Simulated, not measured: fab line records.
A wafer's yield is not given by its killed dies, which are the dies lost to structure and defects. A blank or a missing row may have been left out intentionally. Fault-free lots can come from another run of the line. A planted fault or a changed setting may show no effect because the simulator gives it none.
Split-lot experiment + flow n5Finfet + on a route of 1938 steps: 7 lots, 39 wafers read

THE SPLIT
At N5_FIN_SAQP_PECVD_06 (deposits a-Si from SiH4/He, target thk 60 nm, time 48.1 s), the setting timeS was moved away from the recipe's 48.1 s on 18 of the 39 wafers read, by -55.7% to +33.4%. For the rest of the wafers, this setting stayed at what the recipe calls for.

FROM THE SPLIT TO THE READING: what the file shows between them, 5 steps
- N5_FIN_SAQP_THK_MEAS_07
- N5_FIN_SAQP_HM_DEP_72: deposits SiO2 from SiH4/N2O, target thk 12 nm, time 7.2 s
- N5_FIN_SAQP_COAT_49: time 60 s, resist thk 100 nm
- N5_FIN_SAQP_HM_OPEN_73: chemistry CHF3/O2, target SiO2, stops on a-Si, target depth 12 nm, time 16.8 s
- N5_FIN_SAQP_STRIP_74: strips in CHF3/O2

THE READING
oesProductAu, in a.u., at N5_FIN_SAQP_MANDREL_ETCH_22 (etches a-Si in HBr/Cl2, stops on SiNx, target depth 60 nm, bt time 10 s, time 30 s). Typical for fault-free wafers on this fab line: 0.771 a.u., with standard deviation 0.012 a.u.

| wafer  | tool, chamber at the split | timeS as run, s | against the recipe | oesProductAu, a.u. | against lot-mates on the recipe |
|--------|----------------------------|-----------------|--------------------|--------------------|---------------------------------|
| L076.1 | pecvd-01, 1                | 21.31           | -55.7%             | 0.505              | -0.256                          |
| L076.2 | pecvd-01, 2                | 48.1            | recipe             | 0.751              | -                               |
| L076.3 | pecvd-01, 0                | 48.1            | recipe             | 0.770              | -                               |
| L076.4 | pecvd-01, 2                | 48.1            | recipe             | 0.763              | -                               |
| L076.5 | pecvd-01, 1                | 21.31           | -55.7%             | 0.515              | -0.246                          |
| L076.6 | pecvd-01, 0                | 21.31           | -55.7%             | 0.500              | -0.261                          |
| L079.1 | pecvd-01, 0                | 48.1            | recipe             | 0.777              | -                               |
| L079.2 | pecvd-01, 1                | 64.16           | +33.4%             | 0.935              | +0.164                          |
| L079.3 | pecvd-01, 2                | 48.1            | recipe             | 0.772              | -                               |
| L079.4 | pecvd-01, 2                | 48.1            | recipe             | 0.763              | -                               |
| L079.5 | pecvd-01, 0                | 64.16           | +33.4%             | 0.941              | +0.170                          |
| L079.6 | pecvd-01, 1                | 64.16           | +33.4%             | 0.925              | +0.154                          |
| L091.2 | pecvd-04, 1                | 48.1            | recipe             | 0.769              | -                               |
| L091.4 | pecvd-04, 2                | 48.1            | recipe             | 0.786              | -                               |
| L091.5 | pecvd-04, 1                | 48.1            | recipe             | 0.773              | -                               |
| L092.1 | pecvd-02, 1                | 48.1            | recipe             | 0.768              | -                               |
| L092.2 | pecvd-02, 0                | 22.46           | -53.3%             | 0.504              | -0.259                          |
| L092.3 | pecvd-02, 2                | 48.1            | recipe             | 0.745              | -                               |
| L092.4 | pecvd-02, 2                | 22.46           | -53.3%             | 0.520              | -0.243                          |
| L092.5 | pecvd-02, 1                | 22.46           | -53.3%             | 0.504              | -0.259                          |
| L092.6 | pecvd-02, 0                | 48.1            | recipe             | 0.777              | -                               |
| L094.1 | pecvd-04, 1                | 48.1            | recipe             | 0.765              | -                               |
| L094.2 | pecvd-04, 2                | 35.5            | -26.2%             | 0.661              | -0.115                          |
| L094.3 | pecvd-04, 0                | 48.1            | recipe             | 0.784              | -                               |
| L094.4 | pecvd-04, 0                | 48.1            | recipe             | 0.778              | -                               |
| L094.5 | pecvd-04, 2                | 35.5            | -26.2%             | 0.665              | -0.111                          |
| L094.6 | pecvd-04, 1                | 35.5            | -26.2%             | 0.644              | -0.132                          |
| L096.1 | pecvd-01, 0                | 48.1            | recipe             | 0.782              | -                               |
| L096.2 | pecvd-01, 2                | 31.84           | -33.8%             | 0.634              | -0.149                          |
| L096.3 | pecvd-01, 1                | 31.84           | -33.8%             | 0.606              | -0.177                          |
| L096.4 | pecvd-01, 2                | 31.84           | -33.8%             | 0.618              | -0.165                          |
| L096.5 | pecvd-01, 1                | 48.1            | recipe             | 0.774              | -                               |
| L096.6 | pecvd-01, 0                | 48.1            | recipe             | 0.794              | -                               |
| L097.1 | pecvd-04, 1                | 31.81           | -33.9%             | 0.607              | -0.181                          |
| L097.2 | pecvd-04, 2                | 48.1            | recipe             | 0.790              | -                               |
| L097.3 | pecvd-04, 0                | 31.81           | -33.9%             | 0.595              | -0.193                          |
| L097.4 | pecvd-04, 1                | 48.1            | recipe             | 0.781              | -                               |
| L097.5 | pecvd-04, 0                | 48.1            | recipe             | 0.793              | -                               |
| L097.6 | pecvd-04, 2                | 31.81           | -33.9%             | 0.603              | -0.185                          |

THE FIT
A straight line over all 39 wafers: oesProductAu changes by +0.00483 a.u. for each +1% of timeS; r = +1.00; the points scatter about the line by 0.012 a.u.
The same after taking each lot's own level away (the mean of its wafers on the recipe; 39 wafers): +0.00479 a.u. for each +1%; r = +1.00; scatter 0.012 a.u.
On that fit, the largest move of timeS shifts the reading by 0.27 a.u.
The lots' own levels span 0.7613 to 0.7880 a.u., that is 2.2 times the standard deviation above.
Hence the lot-to-lot level has little effect on the slope; both slopes agree.
Check: for one of the wafers moved furthest among these (-55.7%), held out of the fit, the line's prediction against its lot-mates is -0.268 a.u. It came out at -0.256 a.u. against them.

FURTHER SPLITS ON THESE WAFERS
Before the reading, these wafers also passed through other splits. Each is held against what the fit with the lots' levels taken away leaves over:
| other split on the same wafers | wafers away from the commonest value | r with oesProductAu (lot level and that fit taken away) |
|--------------------------------|--------------------------------------|---------------------------------------------------------|
| N5_ZERO_LAYER_PECVD_02 timeS   | 9                                    | -0.14                                                   |

THE WHOLE CHAIN: every reading that the file lists as answering this split, in the file's order
| step                        | what it does                                                                       | reading                                                                          | change (the file's fit)                  | r (the file's) |
|-----------------------------|------------------------------------------------------------------------------------|----------------------------------------------------------------------------------|------------------------------------------|----------------|
| N5_FIN_SAQP_PECVD_06        | deposits a-Si from SiH4/He, target thk 60 nm, time 48.1 s                          | a-Si_of_FIN_SAQP_PECVD_06.thkNm (the simulator's own value, which no gauge read) | +0.61 nm for each +1% of the setting     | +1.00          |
| N5_FIN_SAQP_THK_MEAS_07     |                                                                                    | thkNm                                                                            | withheld for each +1% of the setting     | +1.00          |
| N5_FIN_SAQP_MANDREL_ETCH_22 | etches a-Si in HBr/Cl2, stops on SiNx, target depth 60 nm, bt time 10 s, time 30 s | oesProductAu                                                                     | +0.0048 a.u. for each +1% of the setting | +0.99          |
| N5_FIN_SAQP_MANDREL_ETCH_22 | etches a-Si in HBr/Cl2, stops on SiNx, target depth 60 nm, bt time 10 s, time 30 s | etch.depthNm (the simulator's own value, which no gauge read)                    | +0.611 nm for each +1% of the setting    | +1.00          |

THE FILE'S OWN FIT
oesProductAu changes by +0.0048 a.u. for each +1% of timeS, r = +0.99.
